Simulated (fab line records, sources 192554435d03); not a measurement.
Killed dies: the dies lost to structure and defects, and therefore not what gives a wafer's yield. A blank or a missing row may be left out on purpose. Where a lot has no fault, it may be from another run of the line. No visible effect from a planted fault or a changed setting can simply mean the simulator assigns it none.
Comparing a struck lot with a sound one -- flow n5 finfet -- 37 out of 1938 route steps
Sound: these wafers, L866.2, L866.4, L866.6. The struck wafers were L861.2, L861.3, L861.4. The cause is given at the end.
At each step with rows: each side's tool, then ch and its chambers, then its first start. Under that, the readings that differ: sound wafers -- struck wafers -- difference of the means -- sigmas: that difference in standard deviations of wafers without a fault.
alike: same words and numbers on both sides, and readings whose means sit less than 2 such deviations apart. not compared: any withheld reading, any reading some wafer has no value for, any bound like >300 that may hide the same value, and any number with overlapping values for which the record gives no deviation.
The two part at a step that has a row with sigmas, a row that says differs or no value, or rows on one side only. Numbers that have no deviation but don't overlap get no sigmas and don't part them. Lack of a reading on every wafer of one side parts them only where that side has two or more wafers.

first, 9 steps without rows for these wafers: N5_BEOL_M4_ANNEAL_95 (time 240 s); N5_BEOL_M4_SPUTTER_96 (material Cu, target thk 4.5 nm, time 8.29 s); N5_BEOL_M4_ECD_50 (material Cu, target thk 300 nm); N5_BEOL_M4_ANNEAL_51 (time 90 s); N5_BEOL_M4_CMP_52 (polishes, stops on SiOC, t overpolish 6.8 s, target thk 40 nm); N5_BEOL_M4_PRE_CLEAN_60 (time 15 s); N5_BEOL_M4_CO_CAP_55 (material Co, precursor CCTBA/H2, target thk 2 nm, time 102.1 s); N5_BEOL_M4_PRE_CLEAN_56 (time 15 s); N5_BEOL_M4_DEP_57 (deposits SiCN from 3MS/NH3, target thk 8 nm, time 14 s).
N5_BEOL_M4_RC_MEAS_101:
  sound on prober-02 ch 0, day 12 18:57; struck on prober-01 ch 0, day 11 09:35
  alike: DIBL_N, DIBL_P, IOFF_N, IOFF_P, ION_N, ION_P, SS_N, SS_P, VT_N, VT_P
then, 24 steps without rows for these wafers: N5_BEOL_M5_ILD_DEP_00 (deposits SiCOH lowk from DEMS/porogen, target thk 140.64 nm, time 25.9 s); N5_BEOL_M5_CURE_79 (cures SiCOH lowk, time 240 s); N5_BEOL_M5_PECVD_70 (deposits SiO2 from TEOS/O2, target thk 16 nm, time 18 s); N5_BEOL_M5_HM_DEP_02 (deposits TiN, target thk 20 nm); N5_BEOL_M5_COAT_59 (time 60 s, resist thk 60 nm); N5_BEOL_M5_COAT_60 (time 60 s, resist thk 12 nm); N5_BEOL_M5_COAT_71 (time 60 s, resist thk 5 nm); N5_BEOL_M5_COAT_05 (resist thk 30 nm); N5_BEOL_M5_EBR_07; N5_BEOL_M5_SOFTBAKE_06 (time 60 s); N5_BEOL_M5_EXPOSE_08 (exposes mask M5, target cd 28 nm); N5_BEOL_M5_PEB_09 (peb time 60 s); N5_BEOL_M5_DEVELOP_10 (develop time 30 s); N5_BEOL_M5_DESCUM_16 (chemistry O2, time 7 s); N5_BEOL_M5_ETCH_72 (etches underlayer in N2/H2, target depth 6.5 nm, time 5.2 s); N5_BEOL_M5_ETCH_61 (etches SiARC in CF4, target depth 15.6 nm, time 26 s); N5_BEOL_M5_ETCH_62 (etches SOC in N2/H2, target depth 75 nm, overetch 15 nm, time 112.5 s); N5_BEOL_M5_STRIP_63 (strips in N2/H2); N5_BEOL_M5_STRIP_73 (strips in N2/H2); N5_BEOL_M5_STRIP_64 (strips in CF4); N5_BEOL_M5_HM_OPEN_17 (chemistry Cl2/BCl3, target TiN, target depth 20 nm, overetch 6 nm); N5_BEOL_M5_STRIP_19 (strips in O2); N5_BEOL_M5_COAT_65 (time 60 s, resist thk 60 nm); N5_BEOL_M5_COAT_66 (time 60 s, resist thk 12 nm).
N5_BEOL_M7_ETCH_62: etches SOC in N2/H2, target depth 110 nm, overetch 22 nm, time 165 s.
  sound on rie diel-04 ch 0,1,3, day 13 21:20; struck on rie diel-05 ch 0,2, day 12 11:45
reading,sound,struck,difference,sigmas
rf fwd power W (W),837.4 838.0 839.3,640.8 635.6 631.2,-202.4,-78
rf vpp V (V),527.8 523.6 527.1,575.5 576.8 576.3,+50.0,+21
model.SiARC_of_BEOL_M7_COAT_60.thk nm (nm),28.4 28.6 28.6,29.6 29.4 29.6,+1.0,
  alike: drypump motor current A, oes product au, showerhead plenum p Torr, throttle valve pct
  not compared: rf hours counter h
N5_BEOL_M7_OCD_MEAS_38:
  struck on ocd-01, day 12 13:44; sound on ocd-02, day 14 05:25
reading,sound,struck,difference,sigmas
trench depth nm (nm),90.5 94.0 95.4,92.2 78.9 81.6,-9.1,-6
-- a jump in the record: the struck wafers' starts before and after are 3 days apart (it breaks off in module BEOL_M7 and resumes in module PASSIVATION, where the first step shown is number 1936 of the route) --
N5_PASSIVATION_PROBE_49:
  struck on prober-01, day 15 15:02; sound on prober-02, day 17 21:32
reading,sound,struck,difference,sigmas
defect limited yield (%),90.2 87.4 91.2,88.1 70.5 76.5,-11.2,-8
killed_at_M4_up,4 22 7,41 243 171,+141,+23
killed dies,116 149 104,140 348 277,+132,+8
killed on rim,12 17 16,25 76 53,+36,+9
sort_bin_5_function (%),5.9 8.1 5.3,6.4 25.0 19.3,+10.5,+11
sort_bin_8_speed (%),0 0 0,1.69 0 0,+0.56,+3
sort n pass,1064 1031 1076,1020 832 903,-139,-8
sort yield pct (%),90.2 87.4 91.2,86.4 70.5 76.5,-11.8,-8
  alike: killed_at_M0_to_M3, killed at contacts, killed at front end, killed at other, killed open, killed short, sort_bin_6_memory

## WHERE THEY PART
Earliest at N5_BEOL_M7_ETCH_62; latest, in this record, at N5_PASSIVATION_PROBE_49.

WHY: what the simulator had put in
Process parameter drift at N5_BEOL_M7_ETCH_62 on rie diel-05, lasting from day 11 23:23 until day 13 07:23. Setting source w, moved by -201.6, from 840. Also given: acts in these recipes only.
